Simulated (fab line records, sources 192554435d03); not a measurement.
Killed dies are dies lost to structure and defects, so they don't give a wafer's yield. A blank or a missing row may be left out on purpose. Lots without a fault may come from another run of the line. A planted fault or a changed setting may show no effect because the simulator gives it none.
A struck lot beside a sound one | flow n5_finfet | 15 steps out of a route of 1938
Sound: wafers L529.3, L529.5, L529.6. Struck: wafer L534.6. (L534.4 of the same lot was not struck and is left out.) The cause comes at the end.
At each step with rows: each side's tool, then ch and its chambers, then its first start. Under that, the readings that differ: sound wafers | struck wafers | difference of the means | sigmas: that difference in standard deviations of wafers without a fault.
alike: readings whose means differ by less than 2 such deviations, and words and numbers that are the same on both sides. not compared: withheld readings, readings that some wafer has no value for, bounds like >300 that may hide the same value, and numbers for which the record gives no deviation and whose values overlap.
The two part at a step that has a row with sigmas, a row that says differs or no value, or rows on one side only. Numbers that don't overlap but have no deviation are shown without sigmas and don't part them. A reading that every wafer of one side lacks parts them only if that side has two wafers or more.

first, 7 steps without rows for these wafers: N5_BEOL_M8_COAT_71 (time 60 s, resist thk 5 nm); N5_BEOL_M8_COAT_22 (resist thk 30 nm); N5_BEOL_M8_EBR_24; N5_BEOL_M8_SOFTBAKE_23 (time 60 s); N5_BEOL_M8_EXPOSE_25 (exposes mask V7, target cd 40 nm); N5_BEOL_M8_PEB_26 (peb time 60 s); N5_BEOL_M8_DEVELOP_27 (develop time 30 s).
N5_BEOL_M8_CD_MEAS_28: target cd 40 nm.
  sound on cd_sem-02 ch 0, day 14 02:10; struck on cd_sem-03 ch 0, day 14 21:00
  alike: cd_nm
N5_BEOL_M8_OVL_MEAS_29:
  sound on overlay-01 ch 0, day 14 02:13; struck on overlay-02 ch 0, day 14 21:03
  alike: V7_OVL
N5_BEOL_M8_INSPECT_30: inspects for defects (brightfield).
  sound on defect_inspect-02, day 14 02:16; struck on defect_inspect-01, day 14 21:05
  alike: raw_defect_count
N5_BEOL_M8_DESCUM_33: chemistry O2, time 7 s.
  sound on rie_diel-02 ch 0,2, day 14 02:17; struck on rie_diel-04 ch 1, day 14 21:08
  alike: drypump_motor_current_A, oes_product_au, rf_vpp_V, showerhead_plenum_p_Torr, throttle_valve_pct
  not compared: rf_hours_counter_h
N5_BEOL_M8_ETCH_72: etches underlayer in N2/H2, target depth 6.5 nm, time 5.2 s.
  sound on rie_diel-02 ch 0,2, day 14 02:20; struck on rie_diel-04 ch 1, day 14 21:10
  alike: drypump_motor_current_A, etch_rf_on_time_s, n2_flow_sccm, oes_product_au, rf_vpp_V, showerhead_plenum_p_Torr, throttle_valve_pct
  not compared: rf_hours_counter_h
N5_BEOL_M8_ETCH_65: etches SiARC in CF4, target depth 15.6 nm, time 26 s.
  sound on rie_diel-02 ch 0,2, day 14 02:20; struck on rie_diel-04 ch 1, day 14 21:11
  reading               | sound             | struck | difference | sigmas
  etch_rf_on_time_s (s) | 26.0 25.8 25.5    | 18.5   | -7.3       | -16
  mfc_ar_sccm (sccm)    | 100.1 99.6 100.0  | 100.6  | +0.7       | +2
  rf_vpp_V (V)          | 182.6 181.2 182.9 | 185.5  | +3.3       | +3
  alike: drypump_motor_current_A, oes_product_au, showerhead_plenum_p_Torr, throttle_valve_pct
  not compared: rf_hours_counter_h
N5_BEOL_M8_ETCH_66: etches SOC in N2/H2, target depth 80 nm, overetch 16 nm, time 120 s.
  sound on rie_diel-02 ch 0,2, day 14 02:22; struck on rie_diel-04 ch 1, day 14 21:13
  alike: drypump_motor_current_A, n2_flow_sccm, oes_product_au, rf_vpp_V, showerhead_plenum_p_Torr, throttle_valve_pct
  not compared: rf_hours_counter_h
-- the record jumps here: 3 days lie between the struck wafers' starts before and after (it left off in module BEOL_M8 and takes up again in module PASSIVATION, whose first step shown is number 1936 of the route) --
N5_PASSIVATION_PROBE_49:
  sound on prober-02, day 17 00:29; struck on prober-01, day 17 20:16
  alike: defect_limited_yield, killed_at_M0_to_M3, killed_at_M4_up, killed_at_contacts, killed_at_front_end, killed_at_other, killed_dies, killed_open, killed_short, sort_bin_5_function, sort_bin_6_memory, sort_bin_8_speed, sort_n_pass, sort_yield_pct

WHERE THEY PART
Only at N5_BEOL_M8_ETCH_65, within this record. Later steps at which nothing parts them and some readings are alike: N5_BEOL_M8_ETCH_66, N5_PASSIVATION_PROBE_49.

WHY: what the simulator had put in
Process parameter drift: rie_diel-04, from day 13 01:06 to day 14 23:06, at N5_BEOL_M8_ETCH_65. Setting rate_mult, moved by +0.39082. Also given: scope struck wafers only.
